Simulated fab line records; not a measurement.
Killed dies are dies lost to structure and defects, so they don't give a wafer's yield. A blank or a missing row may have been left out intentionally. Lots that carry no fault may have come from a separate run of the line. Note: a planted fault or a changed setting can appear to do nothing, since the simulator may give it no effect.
One fault through the eyes of 2 desks | flow nandHarc | every desk sees just its own numbers, and what lay behind them comes last

== THE DEFECT DESK ==
For each lot, the counts of the inspections along the route, averaged over the sampled wafers that have a number. The brackets show how far a lot's mean lies from the usual mean; more than 4 standard deviations puts the lot out of limits, marked OUT.
Columns: A = rawDefectCount at NHARC_A_SIN_REMOVE_INSPECT_04, usual 381
lot  | first seen here | A
L435 | day 20 20:21    | 347
L436 | day 21 00:08    | 389
L442 | day 23 20:11    | 653
L444 | day 25 02:24    | 806 (+5.1) OUT
L447 | day 25 06:08    | 548
L451 | day 27 12:59    | 315
L452 | day 28 00:54    | 372
L453 | day 28 12:02    | 354
L454 | day 28 12:02    | 421
L455 | day 28 23:17    | 293
L456 | day 28 23:18    | 362
L457 | day 30 12:58    | 396
Finding of this desk: L444 out of limits; the first was L444 at day 25 02:24, on rawDefectCount at NHARC_A_SIN_REMOVE_INSPECT_04. L435, L436, L442, L447, L451, L452, L453, L454, L455, L456, L457: within limits.

== FOR THE TOOL OWNER'S DESK: harEtch-02 ==
The tool's own readings at NHARC_A_SLIT_ETCH_26 (etches the open film in C4F8/O2/Ar, time 90 s, target depth 400 nm): means of the sampled wafers that have a number, for each lot that ran on this tool. The brackets show how far a lot's mean lies from the usual mean; more than 4 standard deviations puts the lot out of limits, marked OUT.
Columns: A = drypumpMotorCurrentA at NHARC_A_SLIT_ETCH_26, usual 6.0 A; B = heBacksideLeakSccm at NHARC_A_SLIT_ETCH_26, usual 5.8 sccm; C = o2FlowSccm at NHARC_A_SLIT_ETCH_26, usual 83.31 sccm; D = showerheadPlenumPTorr at NHARC_A_SLIT_ETCH_26, usual 3.75 Torr; E = throttleValvePct at NHARC_A_SLIT_ETCH_26, usual 27.620 %
lot  | first seen here | A   | B   | C     | D    | E
L442 | day 23 12:08    | 6.0 | 5.3 | 83.37 | 3.93 | 27.614
L444 | day 24 18:23    | 6.1 | 5.4 | 83.32 | 3.92 | 27.608
L451 | day 27 04:56    | 6.3 | 5.5 | 83.26 | 3.90 | 27.616
L452 | day 27 16:53    | 6.0 | 5.3 | 83.50 | 3.90 | 27.622
L453 | day 28 04:58    | 6.1 | 5.5 | 83.54 | 3.89 | 27.630
L455 | day 28 15:17    | 6.0 | 5.2 | 83.21 | 3.89 | 27.620
L457 | day 30 04:52    | 6.0 | 5.2 | 83.20 | 3.88 | 27.621
This desk's verdict: no lot among the 7 shows anything out of limits.

== BROUGHT TOGETHER ==
The defect desk could have raised an alarm at day 25 02:24, on L444.
The tool owner's desk saw nothing out of limits.
Tool owner's desk: L444 on record, inside its limits.
The lots listed all ran NHARC_A_SLIT_ETCH_26 on harEtch-02.

== WHAT THE SIMULATOR HAD INSERTED ==
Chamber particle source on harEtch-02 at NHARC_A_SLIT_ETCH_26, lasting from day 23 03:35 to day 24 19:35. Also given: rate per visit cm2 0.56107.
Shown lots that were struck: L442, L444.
Hours from the fault's start to each desk's first reading out of limits: the defect desk, 47.
